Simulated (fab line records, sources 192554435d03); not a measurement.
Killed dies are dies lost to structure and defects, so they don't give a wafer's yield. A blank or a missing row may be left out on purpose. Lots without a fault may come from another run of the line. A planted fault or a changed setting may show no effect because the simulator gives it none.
Chamber matching | flow n5_finfet | N5_MIM_TOP_ALD_00 on ald_hk-01: 4 sister chambers
The step deposits Al2O3, purge time 3 s, co reactant pulse time 3 s. 4 wafers are shown with their chamber, then 7 later ones without.

WAFERS WITH THEIR CHAMBER
wafer  | chamber | precursor_pulse_height_rel
L085.2 | 2       | 0.997
L085.3 | 1       | 1.030
L089.4 | 0       | 0.973
L089.5 | 3       | 0.978

WAFERS WITHOUT THEIR CHAMBER
wafer  | precursor_pulse_height_rel
L089.6 | 1.006
L093.1 | 1.005
L093.2 | 0.995
L093.3 | 1.027
L093.4 | 0.968
L093.5 | 1.004
L093.6 | 0.963

WHICH CHAMBER EACH WENT THROUGH
wafer  | from the rows above     | in truth
L089.6 | 2                       | 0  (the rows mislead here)
L093.1 | 2                       | 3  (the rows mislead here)
L093.2 | 2                       | 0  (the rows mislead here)
L093.3 | 1                       | 1
L093.4 | can't be placed: 0 or 3 | 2
L093.5 | 2                       | 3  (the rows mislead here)
L093.6 | can't be placed: 0 or 3 | 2
Placed correctly: 1 of 7. Can't be placed from these rows: 2 (the true chamber is among the candidates in 0). Placed wrongly: 4.
How it was worked out, from the rows above alone: a wafer's distance from a chamber is the root of the sum, over the readings, of the square of ((its reading less the chamber's mean) divided by the reading's scatter). The wafer belongs to the nearest chamber; if the next one is less than 2 further off, it can't be placed. A chamber's mean is the mean of its shown wafers. The scatter: with one shown wafer a chamber, the root of the mean of the squares of how far each hidden wafer lies from its nearest shown one.
